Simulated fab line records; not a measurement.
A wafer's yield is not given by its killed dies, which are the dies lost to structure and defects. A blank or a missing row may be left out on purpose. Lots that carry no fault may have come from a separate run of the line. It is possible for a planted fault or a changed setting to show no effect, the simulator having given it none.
Comparing a struck lot with a sound one + flow n5-finfet + 16 out of 1938 route steps
Sound: the wafers L641.3, L641.4, L641.6. The struck wafers were L640.2, L640.3, L640.4. Last of all comes the cause.
Order at every step that has rows: each side's tool, ch and its chambers, its first start. Under that, the readings that differ: sound wafers + struck wafers + difference of the means + sigmas: that difference in standard deviations of wafers without a fault.
alike: a reading whose means differ by less than 2 such deviations, as well as words and numbers matching on both sides. not compared: withheld readings; readings where some wafer has no value; bounds like >300 that might hide an equal value; numbers whose values overlap and for which the record gives no deviation.
A row with sigmas, a row that says differs or no value, or rows on one side alone: a step with any of these is where the two part. Numbers that don't overlap but have no deviation are shown without sigmas and don't part them. Lack of a reading on every wafer of one side parts them only where that side has two or more wafers.

first, 2 steps without rows for these wafers: N5_SD_EPI_N_STRIP_36 (strips in N2/H2); N5_SD_EPI_N_ETCHBACK_44 (etches SiNx in CH3F/O2, stops on SiO2, target depth 14.5 nm).
N5_SD_EPI_N_ETCH_45: etches SiOCN in CH3F/O2, target depth 6 nm.
  sound on rie-diel-01 ch 0,1,2, day 6 20:02; struck on rie-diel-01 ch 0,1,2, day 6 13:27
  alike: chamber-pressure-mTorr, drypump-motor-current-A, oes-product-au, rf-vpp-V, showerhead-plenum-p-Torr, throttle-valve-pct
  not compared: rf-hours-counter-h
N5_SD_EPI_N_ETCH_16: etches SiO2 in CHF3/O2, target depth 5 nm.
  sound on rie-diel-01 ch 0,1,2, day 6 20:08; struck on rie-diel-01 ch 0,1,2, day 6 13:33
  alike: chamber-pressure-mTorr, drypump-motor-current-A, oes-product-au, rf-vpp-V, showerhead-plenum-p-Torr, throttle-valve-pct
  not compared: rf-hours-counter-h
then, 1 step without rows for these wafers: N5_SD_EPI_N_STRIP_47 (strips in CHF3/O2).
N5_SD_EPI_N_SD_RECESS_17: chemistry HBr/Cl2/O2, target depth 41 nm, time 23.7 s, bt time 3 s.
  sound on rie-si-02 ch 2,3, day 6 20:13; struck on rie-si-03 ch 2,3, day 6 13:37
  alike: chamber-pressure-mTorr, drypump-motor-current-A, oes-product-au, throttle-valve-pct
  not compared: rf-hours-counter-h
N5_SD_EPI_N_STRIP_38: strips in N2/H2.
  sound on plasma-asher-02 ch 0,1, day 6 20:19; struck on plasma-asher-01 ch 0,1, day 6 13:43
  alike: drypump-motor-current-A, heater-power-w, n2-flow-sccm, oes-product-au
  not compared: rf-hours-counter-h
then, 4 steps without rows for these wafers: N5_SD_EPI_N_WET_ETCH_43 (etches SiO2 in dHF, time 14 s, target depth 1.5 nm); N5_SD_EPI_N_STRIP_18 (strips in SPM, time 750 s); N5_SD_EPI_N_SRD_20 (time 30 s); N5_SD_EPI_N_PRECLEAN_48 (cleans in NF3:NH3, afs cycles 2, time 20 s, sublimation time 60 s).
N5_SD_EPI_N_VAPOR_ETCH_50: etches Si in HCl, time 54 s.
  sound on epi-rpcvd-02 ch 0, day 6 21:05; struck on epi-rpcvd-01 ch 0, day 6 14:41
  alike: throttle-valve-pct
N5_SD_EPI_N_EPI_21: deposits Si:P, time 690 s.
  struck on epi-rpcvd-01, day 6 15:07; sound on epi-rpcvd-02 ch 0, day 6 21:46
  no value came back on the struck wafers for chamber-pressure-Torr (Torr), epi-growth-time-s (s), time-s (s); on the sound wafers chamber-pressure-Torr (Torr) reads 254.0 254.4 253.8
then, 1 step without rows for these wafers: N5_SD_EPI_N_PRECLEAN_24 (cleans in O3/DIW, time 60 s).
N5_BEOL_M4_RC_MEAS_101:
  the record has rows for the sound wafers here (prober-01 ch 0, day 15 09:11) and none for the struck ones
-- the record jumps here: 14 days lie between the struck wafers' starts before and after (it left off in module BEOL_M4 and takes up again in module PASSIVATION, whose first step shown is number 1936 of the route) --
N5_PASSIVATION_PROBE_49:
  struck on prober-02, day 20 06:11; sound on prober-01, day 19 18:29
| reading                  | sound          | struck         | difference | sigmas |
|--------------------------|----------------|----------------|------------|--------|
| defect-limited-yield (%) | 94.1 91.4 91.4 | 0 0 0          | -92        | -66    |
| killed_at_M4_up          | 4 13 9         | 31 21 20       | +15        | +3     |
| killed-at-front-end      | 32 54 33       | 1124 1112 1102 | +1073      | +98    |
| killed-dies              | 70 102 102     | 1180 1180 1180 | +1089      | +64    |
| killed-on-rim            | 17 17 12       | 152 152 152    | +137       | +32    |
| sort_bin_5_function (%)  | 3.6 4.7 4.8    | 96.5 96.5 96.4 | +92.1      | +95    |
| sort-n-pass              | 1110 1078 1078 | 0 0 0          | -1089      | -64    |
| sort-yield-pct (%)       | 94.1 91.4 91.4 | 0 0 0          | -92        | -66    |
  alike: killed_at_M0_to_M3, killed-at-contacts, killed-at-other, killed-open, killed-short, sort_bin_6_memory

== WHERE THEY PART ==
Last at N5_PASSIVATION_PROBE_49 as far as this record goes, first at N5_SD_EPI_N_EPI_21.

WHY: whatever the simulator had introduced
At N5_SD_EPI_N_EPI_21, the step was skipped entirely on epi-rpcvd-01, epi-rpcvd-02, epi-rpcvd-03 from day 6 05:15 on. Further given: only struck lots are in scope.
